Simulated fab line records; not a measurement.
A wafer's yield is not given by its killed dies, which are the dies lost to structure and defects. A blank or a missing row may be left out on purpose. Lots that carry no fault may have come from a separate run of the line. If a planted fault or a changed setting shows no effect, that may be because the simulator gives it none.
fab line records | flow n5Finfet
[record] lots = 7 wafers = 18 lastDay = 18
route steps=1938 shown BEOL_M11@1597 BEOL_M12@1602 PASSIVATION@1936
lots with no fault: from the same line, run without faults
startH: hours from the record's opening day to when the first of the lot's shown wafers began | waitH: hours from the lot's prior step to this one | " unchanged from the row above | L1.1+2: one row covering several wafers at once | - no value, or no start given | * or withheld: withheld | < > ~ a bound
route shown NAME@n: NAME is a module with steps in the file, n the number in the route of the first one | usual: mean/standard deviation taken from wafers without a fault | same: alike in all rows | chamber/n: place in a boat | sites: each site's reading | _std_site: the standard deviation of these | _edge_site: inner sites' mean taken away from outer sites' mean | radiusMm: for every site, how far away it sits from the centre of the wafer | mask NAME#n: copy n | behind: the most recent tool/chamber to have shaped the wafer | hold: why the lot went on hold/how many hours it stayed there/how the hold came to an end | device: the transistor (n, p or np) that didn't switch | end of line: tests run on the same wafers once the route is complete | a step without rows: its recipe alone | killed: at the first sort, the dies lost to defects and structure; wafer yield is something else | map: per-die view of a wafer (x killed, . not killed, _ where there is no die)
set.NAME: the setting that was run; set.NAME@STEP: the one run at that earlier step | model.NAME: the simulator's own value behind a step, which no gauge read
a table for each step, a row for each wafer; lots at some steps of the route
services: the hour from which a tool's chamber was out of use, counted from the record's first day as startH (under 0 if before that day), plus the number of hours and why
[[steps]]
[step N5_BEOL_M11_THK_MEAS_53]
[recipe] thkMeasGauge = xrf reads = Cu_of_BEOL_M11_ECD_50
[usual] M11_THK = 142/3.3
// columns lot.wafer tool chamber startH waitH M11_THK[nm]
L347.1 filmMetro-01 - 279.17 - 141
L347.2 " - " " 139
L347.6 " - " " 139
L353.3 filmMetro-01 - 303.22 - 143
L353.4 " - " " 146
L353.5 " - " " 150
L356.2 filmMetro-01 - 320.89 - 142
L356.6 " - " " 143
L357.4 filmMetro-02 - 325.16 - 141
L357.6 " - " " 137
L360.4 filmMetro-02 - 353.11 - 145
L360.5 " - " " 143
L360.6 " - " " 142
L361.5 filmMetro-02 - 360.99 - 145
L361.6 " - " " 145
L363.1 filmMetro-02 - 383.72 - 144
L363.5 " - " " 148
L363.6 " - " " 146
[step N5_BEOL_M11_PRE_CLEAN_55]
[recipe] gas = NH3 timeS = 15 tempC = withheld rfPowerW = 300
[step N5_BEOL_M11_DEP_56]
[recipe] material = SiCN targetThkA = 300 tempC = withheld precursor = 3MS/NH3 pressureTorr = 3 rfW = 675 timeS = 10.5
[usual] showerheadPlenumPTorr = 4.159/0.018 throttleValvePct = 17.8/0.72
// columns lot.wafer tool chamber startH waitH showerheadPlenumPTorr throttleValvePct
L347.1 pecvd-02 1 279.23 0.0 4.158 18.4
L347.2 " 2 " " 4.161 16.3
L347.6 " 2 " " 4.167 16.4
L353.3 pecvd-02 2 303.28 0.0 4.168 16.4
L353.4 " 1 " " 4.154 18.2
L353.5 " 2 " " 4.161 16.6
L356.2 pecvd-04 0 320.95 0.0 4.142 18.0
L356.6 " 1 " " 4.173 18.4
L357.4 pecvd-04 0 325.24 0.0 4.144 18.1
L357.6 " 2 " " 4.145 17.7
L360.4 pecvd-02 1 353.20 0.0 4.159 18.3
L360.5 " 0 " " 4.166 17.9
L360.6 " 1 " " 4.171 18.4
L361.5 pecvd-02 0 361.07 0.0 4.159 18.0
L361.6 " 2 " " 4.164 16.6
L363.1 pecvd-04 2 383.78 0.0 4.141 17.7
L363.5 " 0 " " 4.157 18.0
L363.6 " 1 " " 4.181 18.3
[step N5_BEOL_M11_RS_MEAS_57]
[recipe] thkMeasGauge = four-point-probe reads = Cu_of_BEOL_M11_ECD_50+Co_of_BEOL_M11_CVD_75+TaN_of_BEOL_M11_ALD_74
[usual] M11_RS = 0.151/0.004
// columns lot.wafer tool chamber startH waitH M11_RS[ohm/sq]
L347.1 filmMetro-01 - 279.30 0.0 0.152
L347.2 " - " " 0.155
L347.6 " - " " 0.155
L353.3 filmMetro-02 - 303.34 0.0 0.149
L353.4 " - " " 0.146
L353.5 " - " " 0.142
L356.2 filmMetro-02 - 321.02 0.1 0.151
L356.6 " - " " 0.151
L357.4 filmMetro-01 - 325.29 0.0 0.155
L357.6 " - " " 0.160
L360.4 filmMetro-01 - 353.26 0.1 0.148
L360.5 " - " " 0.150
L360.6 " - " " 0.152
L361.5 filmMetro-02 - 361.12 0.0 0.150
L361.6 " - " " 0.151
L363.1 filmMetro-02 - 383.84 0.0 0.149
L363.5 " - " " 0.144
L363.6 " - " " 0.148
[step N5_BEOL_M11_INSPECT_58]
[recipe] inspectInstrument = darkfield mode = postDep
[usual] rawDefectCount = 68/25
// columns lot.wafer tool chamber startH waitH rawDefectCount
L347.1 defectInspect-01 - 279.32 0.0 89
L347.2 " - " " 50
L347.6 " - " " 45
L353.3 defectInspect-02 - 303.37 0.0 30
L353.4 " - " " 86
L353.5 " - " " 46
L356.2 defectInspect-02 - 321.05 0.0 58
L356.6 " - " " 41
L357.4 defectInspect-01 - 325.31 0.0 54
L357.6 " - " " 51
L360.4 defectInspect-01 - 353.29 0.0 73
L360.5 " - " " 58
L360.6 " - " " 74
L361.5 defectInspect-01 - 361.15 0.0 44
L361.6 " - " " 49
L363.1 defectInspect-01 - 383.87 0.0 31
L363.5 " - " " 40
L363.6 " - " " 44
[step N5_BEOL_M12_ILD_DEP_00]
[recipe] material = SiOC targetThkA = 6589.2 tempC = 350 precursor = DEMS/O2 pressureTorr = 5 rfW = 500 timeS = 130.7
[usual] heaterPowerW = 497/96 showerheadPlenumPTorr = 5.699/0.013 susceptorTempC = 350.02/0.2 throttleValvePct = 11.7/0.47
// columns lot.wafer tool chamber startH waitH heaterPowerW showerheadPlenumPTorr susceptorTempC throttleValvePct
L347.1 pecvd-04 0 279.36 0.0 458 5.689 349.68 12.1
L347.2 " 1 " " 476 5.707 349.94 12.2
L347.6 " 0 " " 480 5.682 349.77 11.9
L353.3 pecvd-03 2 303.41 0.0 590 5.727 350.03 11.2
L353.4 " 1 " " 368 5.701 350.10 12.3
L353.5 " 0 " " 324 5.698 350.20 11.1
L356.2 pecvd-02 1 321.08 0.0 620 5.705 350.17 12.2
L356.6 " 0 " " 479 5.689 349.96 11.8
L357.4 pecvd-02 1 325.40 0.1 497 5.703 349.97 12.4
L357.6 " 2 " " 512 5.705 349.79 11.0
L360.4 pecvd-03 1 353.37 0.1 447 5.686 349.99 12.1
L360.5 " 2 " " 703 5.714 350.23 11.3
L360.6 " 1 " " 472 5.684 350.22 12.1
L361.5 pecvd-03 2 361.28 0.1 679 5.721 349.54 11.5
L361.6 " 1 " " 463 5.694 350.03 12.2
L363.1 pecvd-03 0 383.91 0.0 366 5.726 349.89 11.3
L363.5 " 2 " " 689 5.716 350.12 11.3
L363.6 " 0 " " 414 5.704 349.95 11.1
[step N5_BEOL_M12_THK_MEAS_01]
[recipe] reads = SiOC_of_BEOL_M12_ILD_DEP_00
[usual] M12_ILD_THK = 659/8.3
// columns lot.wafer tool chamber startH waitH M12_ILD_THK[nm]
L347.1 filmMetro-02 - 279.49 0.1 659
L347.2 " - " " 657
L347.6 " - " " 664
L353.3 filmMetro-02 - 303.54 0.1 657
L353.4 " - " " 661
L353.5 " - " " 657
L356.2 filmMetro-02 - 321.22 0.1 652
L356.6 " - " " 665
L357.4 filmMetro-01 - 325.48 0.0 670
L357.6 " - " " 663
L360.4 filmMetro-02 - 353.51 0.1 660
L360.5 " - " " 666
L360.6 " - " " 657
L361.5 filmMetro-01 - 361.36 0.0 669
L361.6 " - " " 667
L363.1 filmMetro-01 - 384.09 0.1 648
L363.5 " - " " 664
L363.6 " - " " 663
[step N5_BEOL_M12_COAT_58]
[recipe] resist = BARC tempC = 205 timeS = 60 spinRpm = 1500 resistThkNm = 89
[step N5_BEOL_M12_COAT_04]
[recipe] spinRpm = 1625 resistThkNm = 400
[step N5_BEOL_M12_EBR_06]
[recipe] solvent = PGMEA ebrWidthMm = 1.5
[step N5_BEOL_M12_SOFTBAKE_05]
[recipe] tempC = 130 timeS = 60
[step N5_BEOL_M12_EXPOSE_07]
[recipe] maskId = V11 na = 0.93 sourceShape = conventional sigmaOuter = 0.6 polarization = unpolarized attpsmPhaseDeg = 180 doseMj = 32.5
[step N5_BEOL_M12_PEB_08]
[recipe] pebTempC = 130 pebTimeS = 90
[usual] heaterPowerTotalW = 172.5/0.68
// columns lot.wafer tool chamber startH waitH heaterPowerTotalW
L347.1 lithoTrack-05 0 279.68 0.1 173.0
L347.2 " 0 " " 172.1
L347.6 " 0 " " 171.3
L353.3 lithoTrack-02 0 303.85 0.0 172.9
L353.4 " 0 " " 171.3
L353.5 " 0 " " 171.9
L356.2 lithoTrack-02 0 321.40 0.0 223.4
L356.6 " 0 " " 221.6
L357.4 lithoTrack-02 0 325.67 0.0 172.8
L357.6 " 0 " " 221.6
L360.4 lithoTrack-05 0 353.69 0.0 172.3
L360.5 " 0 " " 172.2
L360.6 " 0 " " 172.6
L361.5 lithoTrack-02 0 361.55 0.0 173.0
L361.6 " 0 " " 223.5
L363.1 lithoTrack-03 0 384.40 0.1 172.7
L363.5 " 0 " " 173.3
L363.6 " 0 " " 172.8
[step N5_BEOL_M12_DEVELOP_09]
[recipe] developTimeS = 45 rinseLiquid = diw dry = airSpin devTempC = 21
[step N5_BEOL_M12_HARDBAKE_14]
[recipe] tempC = 130 timeS = 120
[step N5_BEOL_M12_CD_MEAS_10]
[recipe] targetCdNm = 140 landingEnergyEv = 500 detector = seInlens polarity = opening
[usual] cdNm = 140.1/2.5
// columns lot.wafer tool chamber startH waitH cdNm
L347.1 cdSem-03 0 279.79 - 135.1
L347.2 " 0 " " 140.6
L347.6 " 0 " " 137.9
L353.3 cdSem-02 0 303.97 - 142.1
L353.4 " 0 " " 139.8
L353.5 " 0 " " 141.0
L356.2 cdSem-03 0 321.52 - 128.1
L356.6 " 0 " " 128.4
L357.4 cdSem-03 0 325.79 - 142.3
L357.6 " 0 " " 127.9
L360.4 cdSem-02 0 353.81 - 136.7
L360.5 " 0 " " 136.0
L360.6 " 0 " " 138.4
L361.5 cdSem-02 0 361.67 - 142.1
L361.6 " 0 " " 127.3
L363.1 cdSem-03 0 384.51 - 138.1
L363.5 " 0 " " 141.1
L363.6 " 0 " " 140.4
[step N5_BEOL_M12_OVL_MEAS_11]
[recipe] pointsPerWafer = 44
[usual] V11_OVL = -4/6.5
// columns lot.wafer tool chamber startH waitH V11_OVL[nm]
L347.1 overlay-01 0 279.84 0.1 -13
L347.2 " 0 " " -6
L347.6 " 0 " " -4
L353.3 overlay-02 0 304.00 0.0 -7
L353.4 " 0 " " -4
L353.5 " 0 " " -8
L356.2 overlay-01 0 321.55 0.0 -1
L356.6 " 0 " " -2
L357.4 overlay-01 0 325.81 0.0 3
L357.6 " 0 " " 4
L360.4 overlay-01 0 353.85 0.0 -3
L360.5 " 0 " " -15
L360.6 " 0 " " 0
L361.5 overlay-02 0 361.70 0.0 5
L361.6 " 0 " " 6
L363.1 overlay-02 0 384.55 0.0 -21
L363.5 " 0 " " -17
L363.6 " 0 " " -11
[step N5_PASSIVATION_PROBE_49]
[usual] defectLimitedYield = 91.0/1.5 killed_at_M0_to_M3 = 33/9.4 killed_at_M4_up = 14/4.8 killedAtContacts = 13/7.3 killedAtFrontEnd = 43/13 killedAtOther = 3.6/2.9 killedDies = 106/18 killedOpen = 69/13 killedShort = 35/8.2 sort_bin_5_function = 5.3/1 sort_bin_6_memory = 3.3/0.68 sort_bin_8_speed = 0.01/0.027 sortNPass = 1074/18
[same] grossDies = 1180 killedAtBackSide = 0 sort_bin_4_leakage[%] = 0
// columns lot.wafer tool chamber startH waitH defectLimitedYield[%] killed_at_M0_to_M3 killed_at_M4_up killedAtContacts killedAtFrontEnd killedAtOther killedDies killedOpen killedShort sort_bin_5_function[%] sort_bin_6_memory[%] sort_bin_8_speed[%] sortNPass
L356.2 prober-02 - 360.79 0.1 91.0 28 22 14 40 2 106 78 21 5.3 3.4 0 1074
L356.6 prober-02 - 360.99 0.3 90.1 40 9 9 58 1 117 70 38 5.9 3.1 0 1063
L357.4 prober-01 - 361.06 0.2 90.3 42 19 10 42 1 114 71 41 5.6 3.9 0 1066
L357.6 prober-01 - 361.16 0.3 90.6 54 17 6 33 1 111 72 38 5.3 3.6 0 1069
L360.4 prober-01 - 390.33 0.2 91.6 27 9 13 48 2 99 61 37 5.3 2.9 0 1081
L360.5 prober-01 - 390.38 0.2 91.4 24 18 24 32 3 101 68 32 4.5 3.6 0 1079
L360.6 prober-01 - 390.43 0.3 92.6 21 9 5 49 3 87 55 31 4.3 2.5 0 1093
L361.5 prober-01 - 400.55 0.2 88.1 41 22 23 44 10 140 100 33 7.2 4.0 0 1040
L361.6 prober-01 - 400.60 0.3 89.5 29 13 32 48 2 124 80 37 6.0 3.9 0.17 1054
L363.1 prober-01 - 421.92 0.0 91.6 28 5 17 48 1 99 64 35 5.0 2.9 0 1081
L363.5 prober-01 - 422.12 0.2 90.8 42 10 16 38 2 108 65 37 5.5 3.0 0 1072
L363.6 prober-01 - 422.17 0.3 92.2 28 24 17 23 0 92 43 41 4.2 2.8 0 1088
// killed by level:class
L356.2 FIN_SAQP:geometricParticle:open=11 BEOL_M0_SAQP:geometricParticle:open=11 MOL_CONTACT_COAG:geometricParticle:open=11 STI_FIN_REVEAL:geometricParticle:open=8 FIN_SAQP:geometricParticle:short=7 BEOL_M2:geometricParticle:open=6 BEOL_M12:areaPeb=6 STARTING-WAFER:geometricParticle:open=4
L356.6 FIN_SAQP:geometricParticle:short=16 STI_FIN_REVEAL:geometricParticle:open=12 BEOL_M0_SAQP:geometricParticle:short=11 BEOL_M0_SAQP:geometricParticle:open=10 BEOL_M2:geometricParticle:open=10 MOL_CONTACT_COAG:geometricParticle:open=8 HKMG_FIN:areaEtch=7 FIN_SAQP:geometricParticle:open=6
L357.4 BEOL_M3:geometricParticle:open=14 FIN_SAQP:geometricParticle:short=10 STI_FIN_REVEAL:geometricParticle:open=10 BEOL_M2:geometricParticle:open=9 BEOL_M4:geometricParticle:open=8 FIN_SAQP:geometricParticle:open=7 MOL_CONTACT_COAG:geometricParticle:open=7 BEOL_M3:geometricParticle:short=7
L357.6 BEOL_M3:geometricParticle:open=19 BEOL_M2:geometricParticle:open=10 BEOL_M4:geometricParticle:open=9 BEOL_M0_SAQP:geometricParticle:short=8 STI_FIN_REVEAL:geometricParticle:open=7 BEOL_M3:geometricParticle:short=7 FIN_SAQP:geometricParticle:short=6 DUMMY_GATE:geometricParticle:open=6
L360.4 STI_FIN_REVEAL:geometricParticle:open=15 FIN_SAQP:geometricParticle:short=13 MOL_CONTACT_COAG:geometricParticle:open=11 BEOL_M0_SAQP:geometricParticle:open=10 GATE_CUT:geometricParticle:short=6 BEOL_M0_SAQP:geometricParticle:short=4 BEOL_M0:geometricParticle:open=4 BEOL_M1:geometricParticle:open=4
L360.5 MOL_CONTACT_COAG:geometricParticle:open=18 FIN_SAQP:geometricParticle:open=9 FIN_SAQP:geometricParticle:short=8 BEOL_M0_SAQP:geometricParticle:short=8 BEOL_M0_SAQP:geometricParticle:open=7 MOL_CONTACT_COAG:geometricParticle:short=6 BEOL_M0:geometricParticle:open=6 BEOL_M8:geometricParticle:open=4
L360.6 STI_FIN_REVEAL:geometricParticle:open=26 STI_FIN_REVEAL:geometricParticle:short=8 BEOL_M0_SAQP:geometricParticle:open=5 FIN_SAQP:geometricParticle:short=4 MOL_CONTACT_COAG:geometricParticle:open=4 BEOL_M1:geometricParticle:open=4 ILD0:geometricParticle:short=3 GATE_CUT:geometricParticle:short=3
L361.5 MOL_CONTACT_COAG:geometricParticle:open=19 BEOL_M2:geometricParticle:open=13 BEOL_M3:geometricParticle:open=9 BEOL_M0_SAQP:geometricParticle:open=8 STI_FIN_REVEAL:geometricParticle:open=7 BEOL_M4:geometricParticle:open=7 FIN_SAQP:geometricParticle:open=6 DUMMY_GATE:geometricParticle:open=6
L361.6 MOL_CONTACT_COAG:geometricParticle:open=19 STI_FIN_REVEAL:geometricParticle:open=14 BEOL_M2:geometricParticle:open=13 MOL_CONTACT_COAG:geometricParticle:short=13 FIN_SAQP:geometricParticle:open=11 FIN_SAQP:geometricParticle:short=5 STARTING-WAFER:geometricParticle:short=4 BEOL_M0_SAQP:geometricParticle:short=4
L363.1 FIN_SAQP:geometricParticle:short=12 MOL_CONTACT_COAG:geometricParticle:open=11 FIN_SAQP:geometricParticle:open=9 GATE_CUT:geometricParticle:open=7 BEOL_M0_SAQP:geometricParticle:open=7 MOL_CONTACT_COAG:geometricParticle:short=6 BEOL_M3:geometricParticle:open=6 BEOL_M0_SAQP:geometricParticle:short=6
L363.5 BEOL_M0_SAQP:geometricParticle:open=18 BEOL_M0_SAQP:geometricParticle:short=15 MOL_CONTACT_COAG:geometricParticle:open=12 FIN_SAQP:geometricParticle:short=7 FIN_SAQP:geometricParticle:open=6 STARTING-WAFER:geometricParticle:open=5 HKMG_FIN:areaEtch=5 DUMMY_GATE:geometricParticle:open=4
L363.6 MOL_CONTACT_COAG:geometricParticle:open=13 BEOL_M4:geometricParticle:open=10 BEOL_M0_SAQP:geometricParticle:short=10 BEOL_M0:geometricParticle:short=7 FIN_SAQP:geometricParticle:short=5 MOL_CONTACT_COAG:geometricParticle:short=4 BEOL_M3:geometricParticle:open=4 BEOL_M4:geometricParticle:short=4
[[services]]
// columns tool chamber startH hours kind
pecvd-03 0 272.97 3.5 repair
pecvd-04 - 307.35 2.8 pm
pecvd-03 1 319.66 12.4 repair
pecvd-03 0 339.32 30.1 repair
pecvd-02 1 340.19 2.1 scheduledDown
pecvd-03 1 341.31 2.1 scheduledDown
pecvd-02 2 350.54 5.5 scheduledDown
pecvd-02 2 365.59 2.1 scheduledDown
pecvd-03 1 383.62 - clean
pecvd-03 1 383.62 - consumableReplace:showerhead
pecvd-03 1 383.62 29.0 scheduledDown
pecvd-03 1 383.62 29.0 ventCycle
[[key]]
[firstSign] step = N5_BEOL_M12_PEB_08 reading = heaterPowerTotalW direction = up sigmas = 73 usual = * struck = *
[effect] step = N5_BEOL_M12_CD_MEAS_10 reading = cdNm direction = down sigmas = 4.8 usual = 140.1 struck = 127.9
metAt N5_BEOL_M12_PEB_08
struckWafers L356.2,L356.6,L357.6,L361.6
onsetBetween 303.85 321.40
[fault] kind = processParameterDrift tool = lithoTrack-02 chamber = - onsetH = 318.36 steps = N5_BEOL_M12_PEB_08 channel = pebTimeS offset = * shape = step endH = 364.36 scope = struckWafersOnly actsIn = * stated = *
